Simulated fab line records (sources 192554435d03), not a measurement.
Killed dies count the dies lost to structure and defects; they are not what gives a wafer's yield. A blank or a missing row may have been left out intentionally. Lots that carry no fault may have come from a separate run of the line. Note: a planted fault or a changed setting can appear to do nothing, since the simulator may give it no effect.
Matching of chambers    flow n5-finfet    uv-cure-03 running N5_BEOL_M8_CURE_74: 3 sister chambers
The step cures SiCOH lowk, time 240 s. 6 wafers are shown with their chamber, then 7 later ones without.

## WAFERS PAIRED WITH THEIR CHAMBERS
wafer   chamber  wafer_temp_C_max  lamp-power-pct (%)
L075.4  2        388.4             52.38
L075.6  2        387.9             52.37
L081.5  0        386.1             52.23
L081.6  0        386.8             52.37
L084.1  1        386.0             52.32
L084.2  1        386.9             52.22

## WAFERS WITH NO CHAMBER GIVEN
wafer   wafer_temp_C_max  lamp-power-pct (%)
L084.3  385.9             52.26
L089.1  387.9             52.38
L089.4  387.8             52.23
L089.6  387.5             52.35
L096.1  386.8             52.36
L096.2  386.7             52.30
L096.6  386.2             52.34

## EACH ONE'S CHAMBER
wafer   from the rows above           in truth
L084.3  can't be placed: 1 or 0       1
L089.1  2                             2
L089.4  can't be placed: 2 or 1 or 0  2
L089.6  can't be placed: 2 or 0 or 1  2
L096.1  can't be placed: 0 or 1 or 2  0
L096.2  can't be placed: 0 or 1       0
L096.6  can't be placed: 0 or 1       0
1 of 7 placed correctly. Can't be placed from these rows: 6 (the true chamber is among the candidates in 6). Wrongly placed: 0.
How it was worked out, from the rows above alone: a wafer's distance from a chamber is the root of the sum, over the readings, of the square of ((its reading less the chamber's mean) divided by the reading's scatter). The wafer belongs to the nearest chamber; if the next one is less than 2 further off, it can't be placed. The mean given for a chamber averages the wafers shown for that chamber. How the scatter is found: for the shown wafers, subtract from each reading the mean of its chamber, square and add these, divide the total by (wafers less chambers), then take the root.
